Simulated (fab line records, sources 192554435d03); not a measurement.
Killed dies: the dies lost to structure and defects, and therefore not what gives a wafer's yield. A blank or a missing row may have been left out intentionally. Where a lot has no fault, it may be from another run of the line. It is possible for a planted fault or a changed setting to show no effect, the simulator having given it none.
A struck lot beside a sound one + flow n5_finfet + 39 steps out of a route of 1938
Sound: wafers L846.1, L846.2, L846.4. Wafers L835.1, L835.2, L835.3 were the ones struck. Last of all comes the cause.
For every step that has rows: the tool of each side, followed by ch and its chambers, followed by its first start. Under that, the readings that differ: sound wafers + struck wafers + difference of the means + sigmas: that difference in standard deviations of wafers without a fault.
alike: readings with means less than 2 such deviations apart, plus words and numbers identical on both sides. not compared: withheld readings, readings lacking a value on some wafer, bounds such as >300 that could conceal the same value, and numbers that have no deviation in the record and whose values overlap.
A row with sigmas, a row that says differs or no value, or rows on one side alone: a step with any of these is where the two part. Numbers that have no deviation but don't overlap get no sigmas and don't part them. Lack of a reading on every wafer of one side parts them only where that side has two or more wafers.

first, 9 steps without rows for these wafers: N5_BEOL_M4_ANNEAL_95 (time 240 s); N5_BEOL_M4_SPUTTER_96 (material Cu, target thk 4.5 nm, time 8.29 s); N5_BEOL_M4_ECD_50 (material Cu, target thk 300 nm); N5_BEOL_M4_ANNEAL_51 (time 90 s); N5_BEOL_M4_CMP_52 (polishes, stops on SiOC, t overpolish 6.8 s, target thk 40 nm); N5_BEOL_M4_PRE_CLEAN_60 (time 15 s); N5_BEOL_M4_CO_CAP_55 (material Co, precursor CCTBA/H2, target thk 2 nm, time 102.1 s); N5_BEOL_M4_PRE_CLEAN_56 (time 15 s); N5_BEOL_M4_DEP_57 (deposits SiCN from 3MS/NH3, target thk 8 nm, time 14 s).
N5_BEOL_M4_RC_MEAS_101:
  sound on prober-02 ch 0, day 13 22:04; struck on prober-02 ch 0, day 10 22:59
  alike: DIBL_N, DIBL_P, IOFF_N, IOFF_P, ION_N, ION_P, SS_N, SS_P, VT_N, VT_P
then, 24 steps without rows for these wafers: N5_BEOL_M5_ILD_DEP_00 (deposits SiCOH lowk from DEMS/porogen, target thk 140.64 nm, time 25.9 s); N5_BEOL_M5_CURE_79 (cures SiCOH lowk, time 240 s); N5_BEOL_M5_PECVD_70 (deposits SiO2 from TEOS/O2, target thk 16 nm, time 18 s); N5_BEOL_M5_HM_DEP_02 (deposits TiN, target thk 20 nm); N5_BEOL_M5_COAT_59 (time 60 s, resist thk 60 nm); N5_BEOL_M5_COAT_60 (time 60 s, resist thk 12 nm); N5_BEOL_M5_COAT_71 (time 60 s, resist thk 5 nm); N5_BEOL_M5_COAT_05 (resist thk 30 nm); N5_BEOL_M5_EBR_07; N5_BEOL_M5_SOFTBAKE_06 (time 60 s); N5_BEOL_M5_EXPOSE_08 (exposes mask M5, target cd 28 nm); N5_BEOL_M5_PEB_09 (peb time 60 s); N5_BEOL_M5_DEVELOP_10 (develop time 30 s); N5_BEOL_M5_DESCUM_16 (chemistry O2, time 7 s); N5_BEOL_M5_ETCH_72 (etches underlayer in N2/H2, target depth 6.5 nm, time 5.2 s); N5_BEOL_M5_ETCH_61 (etches SiARC in CF4, target depth 15.6 nm, time 26 s); N5_BEOL_M5_ETCH_62 (etches SOC in N2/H2, target depth 75 nm, overetch 15 nm, time 112.5 s); N5_BEOL_M5_STRIP_63 (strips in N2/H2); N5_BEOL_M5_STRIP_73 (strips in N2/H2); N5_BEOL_M5_STRIP_64 (strips in CF4); N5_BEOL_M5_HM_OPEN_17 (chemistry Cl2/BCl3, target TiN, target depth 20 nm, overetch 6 nm); N5_BEOL_M5_STRIP_19 (strips in O2); N5_BEOL_M5_COAT_65 (time 60 s, resist thk 60 nm); N5_BEOL_M5_COAT_66 (time 60 s, resist thk 12 nm).
N5_BEOL_M6_CMP_52: polishes, stops on SiCOH lowk, t overpolish 6.9 s, target thk 80 nm.
  sound on cmp-02 ch 0,1,2, day 14 18:34; struck on cmp-04 ch 0,1,3, day 11 20:11
  no value came back on the struck wafers for any of 6 readings (barrier_field_endpoint_s (s), clearing_platen_down_force_psi (psi) and others); on the sound wafers barrier_field_endpoint_s (s) reads 27.7 27.9 29.9
| reading                                    | sound          | struck          | difference | sigmas |
|--------------------------------------------|----------------|-----------------|------------|--------|
| model.Cu_of_BEOL_M6_ECD_50.thk_nm (nm)     | 77.8 81.2 83.2 | 294 295.8 297.2 | +215       |        |
| model.SiO2_of_BEOL_M6_PECVD_70.thk_nm (nm) | 0 0 0          | 20 19.2 19.6    | +20        |        |
N5_BEOL_M6_THK_MEAS_53: measures by xrf.
  sound on film_metro-02 at day 14 18:51; struck on film_metro-01 at day 11 20:29
| reading     | sound          | struck            | difference | sigmas |
|-------------|----------------|-------------------|------------|--------|
| M6_THK (nm) | 78.2 82.0 83.6 | 289.8 293.8 293.7 | +211.2     | +84    |
N5_BEOL_M6_RS_MEAS_57: the measuring method here is four-point-probe.
  sound on film_metro-02 at day 14 18:59; struck on film_metro-01 at day 11 20:37
| reading        | sound             | struck            | difference | sigmas |
|----------------|-------------------|-------------------|------------|--------|
| M6_RS (ohm/sq) | 0.295 0.281 0.273 | 0.066 0.065 0.065 | -0.218     | -22    |
N5_BEOL_M6_INSPECT_58: inspects for defects (darkfield).
  sound on defect_inspect-01 at day 14 19:01; struck on defect_inspect-01 at day 11 20:38
| reading          | sound    | struck         | difference | sigmas |
|------------------|----------|----------------|------------|--------|
| raw_defect_count | 60 84 71 | 1490 1455 1404 | +1378      | +53    |
-- a jump in the record: the struck wafers' starts before and after are 3 days apart (it breaks off in module BEOL_M6 and resumes in module PASSIVATION, where the first step shown is number 1936 of the route) --
N5_PASSIVATION_PROBE_49:
  sound on prober-02 at day 18 10:18; struck on prober-01 at day 15 03:32
| reading                  | sound          | struck         | difference | sigmas      |
|--------------------------|----------------|----------------|------------|-------------|
| defect_limited_yield (%) | 89.8 91.0 91.4 | 0 0 0          | -91        | -65         |
| killed_at_M4_up          | 28 19 14       | 1112 1122 1089 | +1087      | +99 or more |
| killed_dies              | 120 106 101    | 1180 1180 1180 | +1071      | +63         |
| killed_on_rim            | 11 10 12       | 152 152 152    | +141       | +36         |
| sort_n_pass              | 1060 1074 1079 | 0 0 0          | -1071      | -60         |
| sort_yield_pct (%)       | 89.8 91.0 91.4 | 0 0 0          | -91        | -57         |
  alike: killed_at_M0_to_M3, killed_at_contacts, killed_at_front_end, killed_at_other, killed_open, killed_short, sort_bin_5_function, sort_bin_6_memory

WHERE THEY PART
Earliest at N5_BEOL_M6_CMP_52; latest, in this record, at N5_PASSIVATION_PROBE_49.

WHY: what the simulator had put in
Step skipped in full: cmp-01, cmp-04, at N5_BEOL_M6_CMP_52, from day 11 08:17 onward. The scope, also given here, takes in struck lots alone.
